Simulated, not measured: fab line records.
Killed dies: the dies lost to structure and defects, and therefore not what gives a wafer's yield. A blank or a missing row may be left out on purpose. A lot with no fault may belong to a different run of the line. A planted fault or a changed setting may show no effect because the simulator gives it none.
Struck lot and sound lot, side by side ; flow nand-harc ; 21 out of 1159 route steps
Sound: the wafers L172.2, L172.3, L172.5. Struck: wafers L187.3, L187.4, L187.5. At the end, the cause is stated.
At each step with rows: each side's tool, then ch and its chambers, then its first start. Under that, the readings that differ: sound wafers ; struck wafers ; difference of the means ; sigmas: that difference in standard deviations of wafers without a fault.
alike: same words and numbers on both sides, and readings whose means sit less than 2 such deviations apart. not compared: any withheld reading, any reading some wafer has no value for, any bound like >300 that may hide the same value, and any number with overlapping values for which the record gives no deviation.
A row with sigmas, a row that says differs or no value, or rows on one side alone: a step with any of these is where the two part. Non-overlapping numbers with no deviation appear without sigmas and do not part them. A reading that every wafer of one side lacks parts them only if that side has two wafers or more.

NHARC_A_CONTACT_CVD_19: deposits W, target thk 300 nm, time 802 s.
  sound: cvd-w-02 ch 0,1; struck: cvd-w-02 ch 0,1
  alike: heater-power-w, throttle-valve-pct
NHARC_A_CONTACT_CMP_20: polishes, t overpolish 30 s, target thk 300 nm.
  sound on cmp-04 ch 2,3, day 21 13:23; struck on cmp-02 ch 0,1,2, day 24 03:38
  alike: motor-current-A, overpolish-run-s, slurry-flow-ml-min, time-to-endpoint-s
after that, 1 step had no rows for these wafers: NHARC_A_CONTACT_SRD_22.
NHARC_A_CONTACT_INSPECT_23:
  sound on defect-inspect-01 at day 21 13:46; struck on defect-inspect-02 at day 24 04:02
  alike: raw-defect-count
then, 7 steps without rows for these wafers: NHARC_A_BLC_DEHYDRATE_00 (time 120 s); NHARC_A_BLC_HMDS_01 (time 30 s); NHARC_A_BLC_COAT_02 (time 75 s); NHARC_A_BLC_COAT_03 (time 65 s); NHARC_A_BLC_COAT_04 (resist thk 90 nm); NHARC_A_BLC_SOFTBAKE_05 (time 55 s); NHARC_A_BLC_EBR_06.
NHARC_A_BLC_EXPOSE_07: exposes mask A BLC, target cd 100 nm.
  sound on arfi-scanner-03 ch 0, day 21 14:08; struck on arfi-scanner-01 ch 0, day 24 04:25
reading;sound;struck;difference;sigmas
exposure-dose-mJ-cm2;67.98 68.03 68.03;69.97 69.96 69.93;+1.94;+29
  alike: mask
then, 2 steps without rows for these wafers: NHARC_A_BLC_PEB_08 (peb time 65 s); NHARC_A_BLC_DEVELOP_09 (develop time 35 s).
NHARC_A_BLC_CD_MEAS_10: target cd 100 nm.
  sound on cd-sem-02 ch 0, day 21 14:17; struck on cd-sem-02 ch 0, day 24 04:33
reading;sound;struck;difference;sigmas
cd-nm (nm);99.2 100.1 99.2;102.9 103.3 102.5;+3.4;+6
NHARC_A_BLC_OVL_MEAS_11:
  sound on overlay-01 at day 21 14:22; struck on overlay-01 at day 24 04:38
reading;sound;struck;difference;sigmas
overlay-x-nm (nm);-0.6 -0.9 -0.1;0.7 0.8 1.5;+1.5;+2
overlay-y-nm (nm);-0.8 -0.9 -1.4;1.2 0.9 0.8;+2.0;+2
NHARC_A_BLC_INSPECT_12:
  sound on defect-inspect-01 at day 21 14:24; struck on defect-inspect-02 at day 24 04:40
  alike: raw-defect-count
NHARC_A_BLC_DESCUM_15: chemistry O2, time 3 s.
  sound on rie-diel-11 ch 1,2,3, day 21 14:28; struck on rie-diel-11 ch 2,3, day 24 04:44
reading;sound;struck;difference;sigmas
model.A_BLC.cd-nm (nm);99.86 100.1 99.61;102.9 102.3 101.7;+2.4;
  alike: drypump-motor-current-A, oes-product-au, rf-vpp-V, showerhead-plenum-p-Torr, throttle-valve-pct
  not compared: rf-hours-counter-h
NHARC_A_BLC_ETCH_16: etches the open film in CF4, target depth 39 nm, time 65 s.
  sound on rie-diel-11 ch 0,1, day 21 14:47; struck on rie-diel-11 ch 1,3, day 24 04:49
reading;sound;struck;difference;sigmas
model.A_BLC.cd-nm (nm);100.2 100.2 99.7;102.7 102.3 101.6;+2.2;
  alike: drypump-motor-current-A, oes-product-au, rf-vpp-V, showerhead-plenum-p-Torr, throttle-valve-pct
  not compared: rf-hours-counter-h
NHARC_A_BLC_ETCH_17: etches the open film in N2/H2, target depth 390 nm, time 609.38 s.
  sound: rie-diel-11 ch 0,3; struck: rie-diel-11 ch 0,1,2
  alike: drypump-motor-current-A, oes-product-au, rf-vpp-V, showerhead-plenum-p-Torr, throttle-valve-pct
  not compared: rf-hours-counter-h
after that, 1 step had no rows for these wafers: NHARC_END_SORT_01.

## WHERE THEY PART
Earliest at NHARC_A_BLC_EXPOSE_07; latest, in this record, at NHARC_A_BLC_OVL_MEAS_11. Later steps at which nothing parts them and some readings are alike: NHARC_A_BLC_INSPECT_12, NHARC_A_BLC_DESCUM_15, NHARC_A_BLC_ETCH_16, NHARC_A_BLC_ETCH_17.

WHY: what had been put in by the simulator
Process parameter drift: arfi-scanner-01, from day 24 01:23 on, at NHARC_A_BLC_EXPOSE_07. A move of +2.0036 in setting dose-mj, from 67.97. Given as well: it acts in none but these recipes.
